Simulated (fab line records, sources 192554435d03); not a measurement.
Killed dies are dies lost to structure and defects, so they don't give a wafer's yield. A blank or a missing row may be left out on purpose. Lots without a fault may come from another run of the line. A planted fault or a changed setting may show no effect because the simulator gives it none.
fab line records | flow n5_finfet | part 1 of 2: steps 1 to 4 of 6
record lots=21 wafers=63 last_day=21
route steps=1938 shown FIN_SAQP@94
lots that met no fault: from a run of the same line without faults
start_h: hours from the record's first day to the start of the lot's first wafer shown | wait_h: hours since the lot's step before | " the same as in the row above | L1.1+2: a row that stands for several wafers | - no value, or no start given | * or withheld: withheld | < > ~ a bound
route shown NAME@n: a module of which the file shows steps, and the number in the route of the first | usual: mean/standard deviation of fault-free wafers | same: alike in all rows | chamber/n: place in a boat | sites: the reading at each site | _std_site: their standard deviation | _edge_site: outer sites' mean less inner sites' | radius_mm: how far each site lies from the wafer's centre | mask NAME#n: copy n | behind: the tool/chamber that last shaped the wafer | hold: why the lot was held/for how many hours/how that ended | device: the transistor (n, p or np) that didn't switch | end of line: the same wafers' tests at the end of the route | a step without rows: its recipe alone | killed: dies lost to structure and defects at the first sort, not the wafer's yield | map: a wafer's dies, x killed, . not, _ none there
set.NAME: the setting as run; set.NAME@STEP: as run at that earlier step | model.NAME: the simulator's own value behind a step, which no gauge read
steps of the route over a sample of lots; a table a step, a row a wafer
services: from which hour (start_h, from the record's first day; less than 0 if before it) a tool's chamber was out of use, for how many hours, and why
## steps
# step N5_FIN_SAQP_ALD_61
# recipe material=SiO2 target_thk_a=40 temp_c=300 ald_precursor_family=BDEAS ald_co_reactant=O2-plasma pulse_time_s=1 purge_time_s=2 co_reactant_purge_time_s=2 ald_cycles=43 pressure_torr=2
# usual chamber_pressure_Torr=2.000/0.0041 heater_power_w=491/58 precursor_pulse_height_rel=1.000/0.019
# columns lot.wafer tool chamber start_h wait_h chamber_pressure_Torr heater_power_w precursor_pulse_height_rel
L075.1 ald_sin-04 1 26.27 0.0 1.996 477 0.993
L075.4 " 0 " " 2.000 432 0.998
L075.5 " 3 " " 2.006 445 0.973
L076.2 ald_sin-01 3 32.43 0.0 2.001 503 0.975
L076.5 " 2 " " 2.004 605 1.014
L076.6 " 1 " " 2.005 413 1.001
L078.1 ald_sin-01 0 44.42 0.0 2.002 539 1.019
L078.4 " 1 " " 1.999 409 0.976
L078.6 " 2 " " 1.995 601 1.010
L079.2 ald_sin-01 2 50.18 0.0 2.008 611 0.982
L079.3 " 1 " " 2.001 408 0.976
L079.4 " 0 " " 1.998 526 1.012
L080.2 ald_sin-03 2 56.58 0.5 1.998 486 0.989
L080.4 " 3 " " 2.004 500 1.008
L080.5 " 0 " " 2.003 432 0.962
L081.1 ald_sin-03 0 63.19 0.7 2.004 438 1.011
L081.2 " 3 " " 2.005 509 0.996
L081.6 " 2 " " 2.000 502 1.039
L082.1 ald_sin-01 2 68.79 0.2 1.997 586 1.025
L082.3 " 3 " " 1.994 490 1.004
L082.6 " 1 " " 2.007 401 1.016
L083.1 ald_sin-01 2 75.48 0.8 2.000 610 1.021
L083.2 " 1 " " 2.002 401 1.030
L083.5 " 1 " " 1.995 395 1.017
L084.1 ald_sin-03 3 81.49 1.0 2.006 497 0.991
L084.3 " 1 " " 2.004 445 1.014
L084.5 " 0 " " 1.999 424 1.011
L085.2 ald_sin-04 0 87.02 0.6 2.001 426 1.014
L085.3 " 3 " " 1.996 456 1.009
L085.6 " 3 " " 1.999 461 1.001
L086.3 ald_sin-03 0 95.46 3.4 2.001 436 1.025
L086.5 " 2 " " 2.003 498 0.966
L086.6 " 1 " " 1.999 440 0.997
L087.1 ald_sin-01 0 101.09 3.1 1.998 517 1.006
L087.2 " 3 " " 2.000 510 0.993
L087.6 " 1 " " 2.000 407 1.001
L088.1 ald_sin-04 1 104.28 0.1 2.002 479 1.028
L088.5 " 2 " " 1.993 520 0.982
L088.6 " 1 " " 2.006 477 0.961
L089.1 ald_sin-03 1 111.06 0.4 1.999 447 1.011
L089.2 " 0 " " 2.003 437 1.010
L089.5 " 2 " " 1.996 478 0.987
L090.2 ald_sin-01 1 117.10 0.0 2.003 404 0.983
L090.3 " 2 " " 2.005 595 0.999
L090.6 " 3 " " 1.997 503 1.007
L091.3 ald_sin-01 0 122.61 0.0 2.002 514 1.017
L091.4 " 2 " " 2.002 625 1.017
L091.6 " 0 " " 1.997 530 1.018
L093.1 ald_sin-01 0 134.35 0.0 2.003 524 0.988
L093.3 " 2 " " 2.001 610 1.007
L093.6 " 0 " " 1.998 519 0.999
L094.1 ald_sin-03 0 140.62 0.0 2.000 427 0.991
L094.3 " 3 " " 1.997 498 0.937
L094.4 " 2 " " 1.989 487 0.995
L095.1 ald_sin-01 1 147.20 0.3 1.994 414 1.012
L095.3 " 3 " " 2.002 501 0.995
L095.6 " 2 " " 2.008 617 0.963
L096.1 ald_sin-03 2 153.20 0.0 2.003 484 0.995
L096.5 " 0 " " 2.000 438 0.984
L096.6 " 1 " " 1.994 461 0.997
L097.2 ald_sin-01 3 158.52 0.0 1.995 507 1.011
L097.3 " 1 " " 2.001 414 0.976
L097.6 " 0 " " 2.001 521 1.030
# step N5_FIN_SAQP_DENSIFY_62
# recipe temp_c=700 time_s=60 ambient=N2 idle_temp_c=600 ramp_up_c_per_s=150 ramp_down_c_per_s=60 cool_to_c=600
# usual lamp_power_pct=9.84/0.058 wafer_temp_C_max=703.3/0.64
# same time_s=60
# columns lot.wafer tool chamber start_h wait_h lamp_power_pct wafer_temp_C_max
L075.1 rtp_anneal-02 0 26.48 0.1 9.81 703.1
L075.4 " 0 " " 9.89 703.4
L075.5 " 0 " " 9.80 702.4
L076.2 rtp_anneal-01 0 32.66 0.1 9.83 703.6
L076.5 " 0 " " 9.79 703.9
L076.6 " 0 " " 9.90 704.8
L078.1 rtp_anneal-01 0 44.79 0.3 9.85 703.1
L078.4 " 0 " " 9.88 702.3
L078.6 " 0 " " 9.86 702.7
L079.2 rtp_anneal-01 0 50.41 0.1 9.76 703.1
L079.3 " 0 " " 9.79 702.4
L079.4 " 0 " " 9.84 703.9
L080.2 rtp_anneal-01 0 56.81 0.1 9.86 703.7
L080.4 " 0 " " 9.84 703.8
L080.5 " 0 " " 9.87 704.1
L081.1 rtp_anneal-01 0 63.40 0.1 9.92 703.5
L081.2 " 0 " " 9.84 703.8
L081.6 " 0 " " 9.86 703.7
L082.1 rtp_anneal-01 0 68.99 0.1 9.71 703.0
L082.3 " 0 " " 9.91 704.6
L082.6 " 0 " " 9.85 703.8
L083.1 rtp_anneal-02 0 75.68 0.1 9.80 703.3
L083.2 " 0 " " 9.94 702.5
L083.5 " 0 " " 9.82 703.7
L084.1 rtp_anneal-01 0 81.69 0.1 9.82 702.7
L084.3 " 0 " " 9.80 702.7
L084.5 " 0 " " 9.83 704.1
L085.2 rtp_anneal-01 0 87.25 0.1 9.84 702.8
L085.3 " 0 " " 9.86 703.6
L085.6 " 0 " " 9.90 703.2
L086.3 rtp_anneal-02 0 95.72 0.2 9.81 702.8
L086.5 " 0 " " 9.83 703.1
L086.6 " 0 " " 9.91 704.2
L087.1 rtp_anneal-02 0 101.29 0.1 9.89 703.2
L087.2 " 0 " " 9.92 702.8
L087.6 " 0 " " 9.78 703.5
L088.1 rtp_anneal-02 0 104.48 0.1 9.82 702.9
L088.5 " 0 " " 9.95 703.0
L088.6 " 0 " " 9.73 705.5
L089.1 rtp_anneal-01 0 111.28 0.1 9.77 703.5
L089.2 " 0 " " 9.84 703.1
L089.5 " 0 " " 9.90 703.0
L090.2 rtp_anneal-02 0 117.33 0.1 9.95 703.3
L090.3 " 0 " " 9.79 703.6
L090.6 " 0 " " 9.70 704.3
L091.3 rtp_anneal-01 0 123.04 0.3 9.86 704.2
L091.4 " 0 " " 9.91 703.6
L091.6 " 0 " " 9.78 703.1
L093.1 rtp_anneal-02 0 134.62 0.2 9.93 702.4
L093.3 " 0 " " 9.90 704.8
L093.6 " 0 " " 9.92 704.3
L094.1 rtp_anneal-01 0 140.83 0.1 9.93 703.0
L094.3 " 0 " " 9.82 703.1
L094.4 " 0 " " 9.84 703.2
L095.1 rtp_anneal-01 0 147.44 0.2 9.90 703.9
L095.3 " 0 " " 9.78 702.6
L095.6 " 0 " " 9.91 703.2
L096.1 rtp_anneal-02 0 153.40 0.1 9.83 703.4
L096.5 " 0 " " 9.92 703.9
L096.6 " 0 " " 9.89 703.2
L097.2 rtp_anneal-02 0 158.76 0.1 10.00 704.5
L097.3 " 0 " " 9.80 703.7
L097.6 " 0 " " 9.75 703.3
# step N5_FIN_SAQP_CD_MEAS_16
# recipe target_cd_nm=35.6 landing_energy_ev=500 detector=se_inlens
# usual cd_nm=35.3/0.42
# columns lot.wafer tool chamber start_h wait_h cd_nm
L075.1 cd_sem-02 0 27.50 - 35.2
L075.4 " 0 " " 35.4
L075.5 " 0 " " 35.9
L076.2 cd_sem-02 0 33.69 - 35.1
L076.5 " 0 " " 36.0
L076.6 " 0 " " 34.5
L078.1 cd_sem-03 0 45.85 - 35.7
L078.4 " 0 " " 35.2
L078.6 " 0 " " 35.5
L079.2 cd_sem-03 0 51.25 - 36.1
L079.3 " 0 " " 35.8
L079.4 " 0 " " 36.2
L080.2 cd_sem-01 0 57.78 - 35.1
L080.4 " 0 " " 35.1
L080.5 " 0 " " 36.2
L081.1 cd_sem-03 0 64.39 - 34.7
L081.2 " 0 " " 35.8
L081.6 " 0 " " 35.4
L082.1 cd_sem-03 0 70.01 - 36.0
L082.3 " 0 " " 35.5
L082.6 " 0 " " 35.9
L083.1 cd_sem-01 0 76.72 - 35.4
L083.2 " 0 " " 35.0
L083.5 " 0 " " 35.2
L084.1 cd_sem-01 0 82.81 - 35.4
L084.3 " 0 " " 35.5
L084.5 " 0 " " 35.9
L085.2 cd_sem-03 0 88.25 - 35.3
L085.3 " 0 " " 35.4
L085.6 " 0 " " 35.2
L086.3 cd_sem-03 0 96.66 - 34.9
L086.5 " 0 " " 34.6
L086.6 " 0 " " 35.0
L087.1 cd_sem-03 0 102.28 - 35.7
L087.2 " 0 " " 35.7
L087.6 " 0 " " 35.8
L088.1 cd_sem-01 0 105.48 - 35.9
L088.5 " 0 " " 35.7
L088.6 " 0 " " 35.1
L089.1 cd_sem-01 0 112.16 - 35.6
L089.2 " 0 " " 35.7
L089.5 " 0 " " 35.5
L090.2 cd_sem-02 0 118.30 - 35.2
L090.3 " 0 " " 34.5
L090.6 " 0 " " 34.9
L091.3 cd_sem-01 0 123.98 - 34.6
L091.4 " 0 " " 34.8
L091.6 " 0 " " 35.1
L093.1 cd_sem-03 0 135.61 - 35.3
L093.3 " 0 " " 35.8
L093.6 " 0 " " 36.1
L094.1 cd_sem-03 0 141.82 - 35.0
L094.3 " 0 " " 35.3
L094.4 " 0 " " 35.7
L095.1 cd_sem-01 0 148.31 - 35.0
L095.3 " 0 " " 35.3
L095.6 " 0 " " 35.5
L096.1 cd_sem-03 0 154.39 - 34.6
L096.5 " 0 " " 35.4
L096.6 " 0 " " 35.5
L097.2 cd_sem-01 0 159.60 - 35.2
L097.3 " 0 " " 35.0
L097.6 " 0 " " 34.9
# step N5_FIN_SAQP_STRIP_55
# recipe chemistry=N2/H2 power_w=500 temp_c=40 pressure_mtorr=50 rf_frequency_hz=6e+07 overash_fraction=0.3 bias_power_w=28 h2_frac=0.5 n2_flow_sccm=300 h2_flow_sccm=300
# usual chamber_pressure_mTorr=50.00/0.11 drypump_motor_current_A=5.9/0.4 oes_product_au=0.80/0.098 power_w=499.9/1.4 rf_vpp_V=122.1/1.4 showerhead_plenum_p_Torr=3.40/0.12 throttle_valve_pct=19.0/0.51
# columns lot.wafer tool chamber start_h wait_h chamber_pressure_mTorr drypump_motor_current_A oes_product_au power_w rf_hours_counter_h rf_vpp_V showerhead_plenum_p_Torr throttle_valve_pct
L075.1 rie_diel-01 2 27.98 0.1 50.02 5.6 0.80 500.0 128 121.5 3.39 18.7
L075.4 " 1 " " 49.87 5.9 0.73 500.3 187 120.6 3.32 19.3
L075.5 " 2 " " 50.01 5.6 0.78 501.6 - 121.0 3.39 18.7
L076.2 rie_diel-04 1 34.20 0.1 49.99 6.3 0.70 499.8 249 124.2 3.47 20.0
L076.5 " 0 " " 49.98 5.1 0.68 500.7 - 122.0 3.34 19.2
L076.6 " 3 " " 50.00 5.7 0.72 499.6 - 122.8 3.47 18.8
L078.1 rie_diel-01 0 46.33 0.1 49.96 6.2 0.88 498.6 35 120.7 3.60 19.4
L078.4 " 3 " " 49.94 6.5 0.79 498.0 128 123.0 3.37 18.6
L078.6 " 0 " " 49.82 6.2 0.87 500.0 - 123.7 3.60 19.4
L079.2 rie_diel-05 3 51.73 0.1 49.94 6.7 0.71 498.6 241 121.1 3.16 18.6
L079.3 " 2 " " 50.11 5.8 0.95 500.3 4 120.7 3.45 18.9
L079.4 " 0 " " 49.97 5.7 0.87 500.6 21 123.3 3.54 18.1
L080.2 rie_diel-04 2 58.26 0.1 49.91 5.7 0.84 500.8 61 120.2 3.39 18.7
L080.4 " 0 " " 50.09 5.1 0.71 502.1 205 121.7 3.34 19.2
L080.5 " 3 " " 50.08 5.7 0.72 499.6 - 121.6 3.47 18.8
L081.1 rie_diel-05 0 64.87 0.1 49.90 5.7 0.87 500.0 24 121.7 3.54 18.1
L081.2 " 2 " " 50.01 5.8 0.95 499.0 8 123.6 3.44 18.9
L081.6 " 3 " " 50.01 6.8 0.71 501.9 - 121.2 3.15 18.6
L082.1 rie_diel-01 2 70.72 0.1 49.94 5.6 0.77 499.4 139 121.6 3.38 18.7
L082.3 " 0 " " 49.96 6.2 0.87 499.7 40 123.9 3.60 19.4
L082.6 " 2 " " 50.02 5.5 0.77 499.3 - 120.6 3.38 18.7
L083.1 rie_diel-01 2 77.20 0.1 50.13 5.6 0.77 500.1 141 121.9 3.38 18.7
L083.2 " 0 " " 50.12 6.2 0.87 500.7 42 124.9 3.60 19.4
L083.5 " 1 " " 49.92 5.9 0.71 499.6 - 122.1 3.32 19.3
L084.1 rie_diel-04 3 83.72 0.1 49.99 5.7 0.72 498.4 213 125.6 3.46 18.8
L084.3 " 1 " " 49.96 6.3 0.98 497.0 8 122.2 3.46 19.6
L084.5 " 0 " " 50.09 5.1 0.69 502.0 - 121.9 3.34 19.2
L085.2 rie_diel-04 2 88.72 0.1 49.92 5.7 0.82 499.5 68 122.5 3.38 18.7
L085.3 " 3 " " 50.02 5.7 0.72 500.1 214 121.9 3.46 18.8
L085.6 " 0 " " 49.83 5.1 0.69 500.9 - 121.9 3.34 19.2
L086.3 rie_diel-01 2 97.13 0.1 49.90 5.6 0.76 499.0 147 121.5 3.38 18.7
L086.5 " 1 " " 49.94 6.0 0.71 500.0 - 123.9 3.31 19.3
L086.6 " 2 " " 49.99 5.6 0.75 496.0 - 122.6 3.38 18.8
L087.1 rie_diel-04 0 103.04 0.2 50.05 5.2 0.69 500.2 215 122.9 3.33 19.2
L087.2 " 1 " " 49.87 6.3 0.97 499.7 11 122.6 3.46 19.6
L087.6 " 1 " " 49.96 6.4 0.97 501.2 - 124.4 3.46 19.6
L088.1 rie_diel-05 1 106.04 0.1 50.02 6.2 0.68 497.9 248 119.3 3.19 19.9
L088.5 " 1 " " 50.04 6.2 0.67 499.3 - 119.1 3.19 19.9
L088.6 " 0 " " 50.07 5.7 0.85 497.7 - 121.8 3.53 18.1
L089.1 rie_diel-05 2 112.74 0.2 49.86 5.8 0.93 501.1 18 120.2 3.44 18.9
L089.2 " 0 " " 50.18 5.7 0.86 499.9 33 121.7 3.53 18.1
L089.5 " 2 " " 50.06 5.8 0.92 503.2 - 123.8 3.44 18.9
L090.2 rie_diel-05 0 118.77 0.1 50.01 5.7 0.83 498.0 36 123.9 3.53 18.1
L090.3 " 2 " " 49.95 5.8 0.92 499.8 21 122.8 3.44 18.9
L090.6 " 0 " " 50.10 5.7 0.84 498.7 - 121.6 3.53 18.1
L091.3 rie_diel-01 3 124.45 0.1 50.09 6.5 0.77 497.9 147 123.4 3.36 18.7
L091.4 " 0 " " 50.00 6.2 0.85 502.0 52 120.5 3.59 19.4
L091.6 " 2 " " 49.95 5.6 0.76 498.0 - 121.9 3.37 18.7
L093.1 rie_diel-01 0 136.09 0.1 50.01 6.2 0.84 501.6 57 120.6 3.59 19.4
L093.3 " 3 " " 49.94 6.5 0.76 498.1 151 120.7 3.36 18.7
L093.6 " 1 " " 49.96 6.0 0.70 502.0 - 124.0 3.31 19.4
L094.1 rie_diel-01 0 142.39 0.1 49.98 6.2 0.84 500.6 59 122.2 3.59 19.5
L094.3 " 3 " " 50.04 6.5 0.76 499.6 153 121.5 3.35 18.7
L094.4 " 1 " " 50.13 6.0 0.71 500.3 216 120.6 3.31 19.3
L095.1 rie_diel-05 2 149.16 0.1 50.10 5.8 0.88 499.7 32 122.4 3.43 18.9
L095.3 " 1 " " 49.98 6.2 0.98 501.3 3 124.1 3.60 19.6
L095.6 " 1 " " 50.00 6.2 0.98 500.3 - 119.8 3.60 19.6
L096.1 rie_diel-05 2 154.92 0.1 49.95 5.8 0.89 498.4 35 123.0 3.43 18.9
L096.5 " 0 " " 50.09 5.7 0.82 501.5 - 123.4 3.52 18.1
L096.6 " 1 " " 49.95 6.2 0.97 499.2 - 123.2 3.60 19.6
L097.2 rie_diel-04 3 160.38 0.1 49.98 5.6 0.70 498.5 237 120.9 3.45 18.9
L097.3 " 2 " " 50.14 5.7 0.82 501.3 90 121.8 3.37 18.8
L097.6 " 0 " " 49.94 5.1 0.68 501.2 - 121.6 3.32 19.3
